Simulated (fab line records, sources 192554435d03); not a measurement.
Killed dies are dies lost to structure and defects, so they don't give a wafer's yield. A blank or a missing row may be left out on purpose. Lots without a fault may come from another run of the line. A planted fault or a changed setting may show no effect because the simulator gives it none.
Which tool did it? | flow n5_finfet | 24 lots, 72 wafers sampled, at 6 steps of a route of 1938

WHAT THE GAUGES READ, wafer by wafer
N5_BEOL_M10_OVL_MEAS_12.
lot  | measured     | on         | M10_OVL (nm)
L074 | day 11 20:34 | overlay-01 | -0.8 -1.7 -0.2
L076 | day 12 10:09 | overlay-02 | -1.7 -0.4 -1.3
L077 | day 12 23:24 | overlay-01 | -0.1 0.5 0.3
L075 | day 13 03:32 | overlay-02 | -1.2 -0.7 -0.7
L078 | day 13 07:32 | overlay-01 | -1.0 -0.4 -1.0
L079 | day 13 12:01 | overlay-02 | 0.4 0.7 0.1
L080 | day 13 23:49 | overlay-02 | -1.0 -0.8 -0.2
L081 | day 14 07:40 | overlay-01 | 0.2 0.0 0.1
L084 | day 14 10:44 | overlay-01 | -0.8 0.2 0.3
L082 | day 14 14:52 | overlay-02 | -0.3 -0.1 0.5
L083 | day 14 19:04 | overlay-02 | 1.5 -0.2 0.8
L087 | day 14 23:10 | overlay-01 | 0.1 -0.3 -1.5
L085 | day 14 23:44 | overlay-01 | -0.2 -0.1 0.4
L086 | day 15 21:20 | overlay-01 | -0.3 0.0 0.4
L090 | day 16 05:26 | overlay-02 | -1.1 -0.5 0.8
L089 | day 16 06:10 | overlay-02 | 0.6 0.0 0.5
L088 | day 16 09:54 | overlay-01 | 0.9 0.5 1.3
L092 | day 16 23:41 | overlay-01 | 0.8 -0.3 0.3
L091 | day 17 02:58 | overlay-01 | 0.1 1.1 -0.2
L093 | day 17 11:28 | overlay-01 | 0.6 0.7 0.2
L095 | day 17 15:45 | overlay-02 | -0.6 -0.1 -0.6
L094 | day 17 16:28 | overlay-02 | 0.2 -0.8 0.5
L096 | day 17 17:26 | overlay-01 | -0.4 -0.1 0.0
L097 | day 18 00:22 | overlay-01 | -0.3 -0.7 0.3

N5_BEOL_M12_CD_MEAS_17: target cd 140 nm.
lot  | measured     | on        | cd_nm (nm)
L074 | day 12 12:22 | cd_sem-03 | 135.3 136.1 138.2
L076 | day 13 01:00 | cd_sem-02 | 140.2 136.2 137.8
L077 | day 13 15:32 | cd_sem-02 | 140.8 139.6 139.6
L075 | day 13 19:09 | cd_sem-01 | 139.5 140.0 140.7
L078 | day 14 01:16 | cd_sem-03 | 139.4 139.5 140.3
L079 | day 14 02:35 | cd_sem-02 | 140.3 144.1 142.2
L080 | day 14 13:57 | cd_sem-03 | 140.7 138.7 142.0
L081 | day 14 22:54 | cd_sem-02 | 138.6 139.0 135.5
L084 | day 15 01:39 | cd_sem-03 | 136.8 140.0 138.2
L082 | day 15 05:19 | cd_sem-02 | 139.3 139.1 140.3
L083 | day 15 10:28 | cd_sem-02 | 142.8 142.4 139.3
L087 | day 15 17:40 | cd_sem-03 | 139.9 139.6 142.8
L085 | day 15 16:08 | cd_sem-03 | 141.2 140.3 142.8
L086 | day 16 13:04 | cd_sem-02 | 139.8 141.2 141.8
L090 | day 17 00:27 | cd_sem-03 | 139.4 143.5 141.8
L089 | day 17 01:14 | cd_sem-01 | 139.6 142.4 140.6
L088 | day 17 03:04 | cd_sem-01 | 138.0 141.0 138.0
L092 | day 17 16:49 | cd_sem-01 | 140.6 135.8 139.6
L091 | day 17 18:34 | cd_sem-03 | 139.2 143.7 141.2
L093 | day 17 23:48 | cd_sem-03 | 137.0 138.2 139.9
L095 | day 18 06:56 | cd_sem-03 | 142.3 142.0 142.7
L094 | day 18 07:46 | cd_sem-01 | 143.6 142.1 141.4
L096 | day 18 08:04 | cd_sem-03 | 141.0 138.3 139.5
L097 | day 18 17:38 | cd_sem-02 | 139.5 137.9 140.7

WHICH TOOL RAN EACH LOT (tool, then ch and the chambers of the sampled wafers, then the start)
lot  | N5_BEOL_M10_CURE_71           | N5_BEOL_M10_DEP_56              | N5_BEOL_M11_PRE_CLEAN_45     | N5_BEOL_M12_STRIP_63
L074 | uv_cure-01 ch 0, day 11 18:58 | pecvd-01 ch 0,1,2, day 12 02:23 | pvd_sputter-03, day 12 08:36 | plasma_asher-02 ch 0,1, day 12 12:09
L076 | uv_cure-02 ch 2, day 12 09:01 | pecvd-02 ch 0,1, day 12 15:32   | pvd_sputter-03, day 12 21:46 | plasma_asher-01 ch 0,1, day 13 00:47
L077 | uv_cure-02 ch 2, day 12 20:07 | pecvd-01 ch 0,2, day 13 05:29   | pvd_sputter-01, day 13 12:18 | plasma_asher-01 ch 0, day 13 15:20
L075 | uv_cure-03 ch 2, day 13 01:29 | pecvd-01 ch 0,2, day 13 09:12   | pvd_sputter-01, day 13 16:04 | plasma_asher-01 ch 0,1, day 13 18:56
L078 | uv_cure-01 ch 1, day 13 05:41 | pecvd-03 ch 0,1,2, day 13 16:44 | pvd_sputter-03, day 13 21:58 | plasma_asher-02 ch 0,1, day 14 01:04
L079 | uv_cure-02 ch 1, day 13 09:10 | pecvd-01 ch 0,1,2, day 13 17:14 | pvd_sputter-02, day 13 23:17 | plasma_asher-01 ch 0,1, day 14 02:23
L080 | uv_cure-03 ch 2, day 13 21:51 | pecvd-03 ch 0,1,2, day 14 06:01 | pvd_sputter-01, day 14 10:45 | plasma_asher-02 ch 1, day 14 13:44
L081 | uv_cure-02 ch 0, day 14 05:58 | pecvd-01 ch 0,2, day 14 12:17   | pvd_sputter-03, day 14 19:31 | plasma_asher-01 ch 0,1, day 14 22:41
L084 | uv_cure-01 ch 2, day 14 08:55 | pecvd-02 ch 0,1,2, day 14 16:28 | pvd_sputter-01, day 14 22:55 | plasma_asher-02 ch 0,1, day 15 01:27
L082 | uv_cure-02 ch 0, day 14 12:04 | pecvd-02 ch 0,1,2, day 14 21:40 | pvd_sputter-03, day 15 02:28 | plasma_asher-01 ch 0,1, day 15 05:05
L083 | uv_cure-03 ch 1, day 14 16:30 | pecvd-02 ch 0,2, day 15 00:42   | pvd_sputter-02, day 15 07:29 | plasma_asher-02 ch 1, day 15 10:16
L087 | uv_cure-01 ch 1, day 14 21:35 | pecvd-01 ch 0,1,2, day 15 04:37 | pvd_sputter-02, day 15 13:35 | plasma_asher-01 ch 0,1, day 15 17:28
L085 | uv_cure-02 ch 0, day 14 22:23 | pecvd-03 ch 0,2, day 15 05:01   | pvd_sputter-02, day 15 12:46 | plasma_asher-01 ch 0,1, day 15 15:56
L086 | uv_cure-01 ch 2, day 15 17:59 | pecvd-02 ch 0,2, day 16 02:54   | pvd_sputter-03, day 16 10:01 | plasma_asher-02 ch 0,1, day 16 12:52
L090 | uv_cure-03 ch 1, day 16 03:49 | pecvd-03 ch 0,2, day 16 12:09   | pvd_sputter-03, day 16 19:34 | plasma_asher-02 ch 0,1, day 17 00:16
L089 | uv_cure-02 ch 1, day 16 04:41 | pecvd-03 ch 0,1, day 16 11:34   | pvd_sputter-01, day 16 22:33 | plasma_asher-01 ch 0,1, day 17 01:01
L088 | uv_cure-03 ch 1, day 16 06:57 | pecvd-03 ch 0,2, day 16 16:13   | pvd_sputter-01, day 16 23:35 | plasma_asher-01 ch 1, day 17 02:51
L092 | uv_cure-02 ch 1, day 16 20:48 | pecvd-01 ch 0,2, day 17 05:58   | pvd_sputter-03, day 17 13:23 | plasma_asher-01 ch 0,1, day 17 16:36
L091 | uv_cure-03 ch 1, day 17 01:35 | pecvd-03 ch 0,1,2, day 17 09:36 | pvd_sputter-03, day 17 15:05 | plasma_asher-02 ch 0,1, day 17 18:21
L093 | uv_cure-02 ch 0, day 17 10:00 | pecvd-01 ch 0,1,2, day 17 15:45 | pvd_sputter-02, day 17 20:47 | plasma_asher-02 ch 0,1, day 17 23:35
L095 | uv_cure-03 ch 2, day 17 13:42 | pecvd-03 ch 0,1,2, day 17 21:10 | pvd_sputter-01, day 18 04:09 | plasma_asher-02 ch 0,1, day 18 06:44
L094 | uv_cure-02 ch 1, day 17 14:12 | pecvd-01 ch 1,2, day 17 22:14   | pvd_sputter-02, day 18 04:46 | plasma_asher-01 ch 0,1, day 18 07:34
L096 | uv_cure-02 ch 0, day 17 16:07 | pecvd-01 ch 1,2, day 17 22:46   | pvd_sputter-01, day 18 05:23 | plasma_asher-01 ch 0,1, day 18 07:51
L097 | uv_cure-01 ch 2, day 17 20:59 | pecvd-03 ch 0,1,2, day 18 05:43 | pvd_sputter-01, day 18 14:35 | plasma_asher-01 ch 1, day 18 17:26
- N5_BEOL_M10_CURE_71: cures SiCOH lowk, time 240 s.
- N5_BEOL_M10_DEP_56: deposits SiCN from 3MS/NH3, target thk 15 nm, time 26.5 s.
- N5_BEOL_M11_PRE_CLEAN_45: time 30 s.
- N5_BEOL_M12_STRIP_63: strips in N2/H2.

WHAT THE TOOLS THEMSELVES READ (means of the sampled wafers that have a number; where no wafer has one, the mark that the record gives instead)
N5_BEOL_M10_CURE_71.
lot  | tool       | lamp_power_pct (%) | wafer_temp_C_max
L074 | uv_cure-01 | 52.38              | 386.5
L076 | uv_cure-02 | 52.33              | 386.0
L077 | uv_cure-02 | 52.30              | 386.4
L075 | uv_cure-03 | 52.30              | 386.2
L078 | uv_cure-01 | 52.34              | 386.7
L079 | uv_cure-02 | 52.33              | 388.2
L080 | uv_cure-03 | 52.32              | 386.8
L081 | uv_cure-02 | 52.35              | 386.6
L084 | uv_cure-01 | 52.28              | 387.1
L082 | uv_cure-02 | 52.29              | 386.6
L083 | uv_cure-03 | 52.30              | 388.2
L087 | uv_cure-01 | 52.30              | 386.9
L085 | uv_cure-02 | 52.29              | 386.6
L086 | uv_cure-01 | 52.35              | 387.2
L090 | uv_cure-03 | 52.32              | 388.1
L089 | uv_cure-02 | 52.30              | 387.7
L088 | uv_cure-03 | 52.35              | 388.5
L092 | uv_cure-02 | 52.31              | 387.6
L091 | uv_cure-03 | 52.30              | 388.1
L093 | uv_cure-02 | 52.35              | 386.8
L095 | uv_cure-03 | 52.33              | 386.2
L094 | uv_cure-02 | 52.41              | 387.9
L096 | uv_cure-02 | 52.32              | 386.9
L097 | uv_cure-01 | 52.31              | 386.9

N5_BEOL_M10_DEP_56.
lot  | tool     | showerhead_plenum_p_Torr (Torr) | throttle_valve_pct (%)
L074 | pecvd-01 | 3.680                           | 9.0
L076 | pecvd-02 | 3.650                           | 8.9
L077 | pecvd-01 | 3.676                           | 8.4
L075 | pecvd-01 | 3.678                           | 8.5
L078 | pecvd-03 | 3.662                           | 9.0
L079 | pecvd-01 | 3.683                           | 8.8
L080 | pecvd-03 | 3.664                           | 9.1
L081 | pecvd-01 | 3.672                           | 8.6
L084 | pecvd-02 | 3.666                           | 9.0
L082 | pecvd-02 | 3.663                           | 9.0
L083 | pecvd-02 | 3.676                           | 9.4
L087 | pecvd-01 | 3.682                           | 8.9
L085 | pecvd-03 | 3.665                           | 8.9
L086 | pecvd-02 | 3.672                           | 9.2
L090 | pecvd-03 | 3.679                           | 8.6
L089 | pecvd-03 | 3.657                           | 9.2
L088 | pecvd-03 | 3.660                           | 8.9
L092 | pecvd-01 | 3.674                           | 8.7
L091 | pecvd-03 | 3.662                           | 9.0
L093 | pecvd-01 | 3.685                           | 9.1
L095 | pecvd-03 | 3.667                           | 9.0
L094 | pecvd-01 | 3.688                           | 8.9
L096 | pecvd-01 | 3.693                           | 9.5
L097 | pecvd-03 | 3.662                           | 9.2

N5_BEOL_M11_PRE_CLEAN_45.
lot  | tool           | heater_power_w (W) | susceptor_temp_C (C)
L074 | pvd_sputter-03 | 305                | 249.92
L076 | pvd_sputter-03 | 318                | 249.99
L077 | pvd_sputter-01 | 334                | 249.95
L075 | pvd_sputter-01 | 323                | 249.79
L078 | pvd_sputter-03 | 298                | 250.07
L079 | pvd_sputter-02 | 334                | 250.05
L080 | pvd_sputter-01 | 334                | 249.86
L081 | pvd_sputter-03 | 301                | 249.93
L084 | pvd_sputter-01 | 311                | 249.91
L082 | pvd_sputter-03 | 298                | 250.02
L083 | pvd_sputter-02 | 328                | 250.15
L087 | pvd_sputter-02 | 297                | 250.27
L085 | pvd_sputter-02 | 331                | 250.14
L086 | pvd_sputter-03 | 299                | 250.10
L090 | pvd_sputter-03 | 271                | 249.97
L089 | pvd_sputter-01 | 328                | 250.19
L088 | pvd_sputter-01 | 340                | 249.75
L092 | pvd_sputter-03 | 323                | 249.75
L091 | pvd_sputter-03 | 276                | 249.98
L093 | pvd_sputter-02 | 332                | 250.15
L095 | pvd_sputter-01 | 313                | 250.06
L094 | pvd_sputter-02 | 314                | 250.19
L096 | pvd_sputter-01 | 328                | 249.93
L097 | pvd_sputter-01 | 332                | 249.94

N5_BEOL_M12_STRIP_63.
lot  | tool            | chamber_pressure_mTorr (mTorr) | drypump_motor_current_A (A) | heater_power_w (W) | oes_product_au (a.u.) | strip_time_to_endpoint_s (s)
L074 | plasma_asher-02 | 999.8                          | 5.93                        | 329                | 0.694                 | 43.0
L076 | plasma_asher-01 | 999.6                          | 5.87                        | 317                | 0.696                 | 41.7
L077 | plasma_asher-01 | 999.7                          | 6.03                        | 341                | 0.694                 | 43.1
L075 | plasma_asher-01 | 999.8                          | 5.93                        | 333                | 0.689                 | 42.7
L078 | plasma_asher-02 | 1000.6                         | 5.94                        | 325                | 0.696                 | 43.1
L079 | plasma_asher-01 | 1000.2                         | 5.85                        | 314                | 0.693                 | 42.4
L080 | plasma_asher-02 | 999.5                          | 5.60                        | 374                | 0.697                 | 42.8
L081 | plasma_asher-01 | 1000.2                         | 5.86                        | 315                | 0.695                 | 43.5
L084 | plasma_asher-02 | 1000.3                         | 5.79                        | 356                | 0.692                 | 43.0
L082 | plasma_asher-01 | 999.9                          | 5.96                        | 337                | 0.690                 | 42.7
L083 | plasma_asher-02 | 1000.6                         | 5.62                        | 375                | 0.694                 | 43.1
L087 | plasma_asher-01 | 1000.6                         | 5.94                        | 330                | 0.699                 | 43.1
L085 | plasma_asher-01 | 999.2                          | 5.88                        | 319                | 0.695                 | 43.2
L086 | plasma_asher-02 | 1000.1                         | 5.80                        | 353                | 0.696                 | 42.8
L090 | plasma_asher-02 | 1000.0                         | 5.95                        | 330                | 0.694                 | 42.9
L089 | plasma_asher-01 | 999.9                          | 5.94                        | 332                | 0.699                 | 43.0
L088 | plasma_asher-01 | 999.7                          | 5.79                        | 302                | 0.695                 | 42.9
L092 | plasma_asher-01 | 1000.4                         | 5.95                        | 328                | 0.697                 | 44.3
L091 | plasma_asher-02 | 999.4                          | 5.97                        | 331                | 0.695                 | 43.1
L093 | plasma_asher-02 | 1000.6                         | 5.97                        | 332                | 0.694                 | 42.8
L095 | plasma_asher-02 | 1000.4                         | 5.98                        | 332                | 0.695                 | 42.3
L094 | plasma_asher-01 | 999.3                          | 5.86                        | 320                | 0.695                 | 42.2
L096 | plasma_asher-01 | 1000.1                         | 5.88                        | 315                | 0.691                 | 43.3
L097 | plasma_asher-01 | 1000.6                         | 5.77                        | 301                | 0.692                 | 43.7

THE ANSWER, worked out from the rows above alone
Rule: what is usual is taken from the lots themselves. Put in order of their means at a reading, lots are off if they are a third of the lots or fewer, leave a main group of 4 or more, and stand apart from it by a gap of 3 or more times the standard deviation of the main group's means; of several such gaps the widest counts. A main group whose means are all the same, to the digits that the tables above print for the reading, isn't used. A lot without any number at a reading at which 4 lots or more have one is off too. The other lots that the step has rows for count as sound. The gauges are gone through in route order, then the tools' own readings, and for those a lot's mean is taken as printed above. The first step at which some lot is off is used, and at that step the reading that is off furthest; a lot without a number counts as furthest.
No lot is off at any reading shown: from this, nothing can be told.

WHAT THE SIMULATOR HAD PUT IN
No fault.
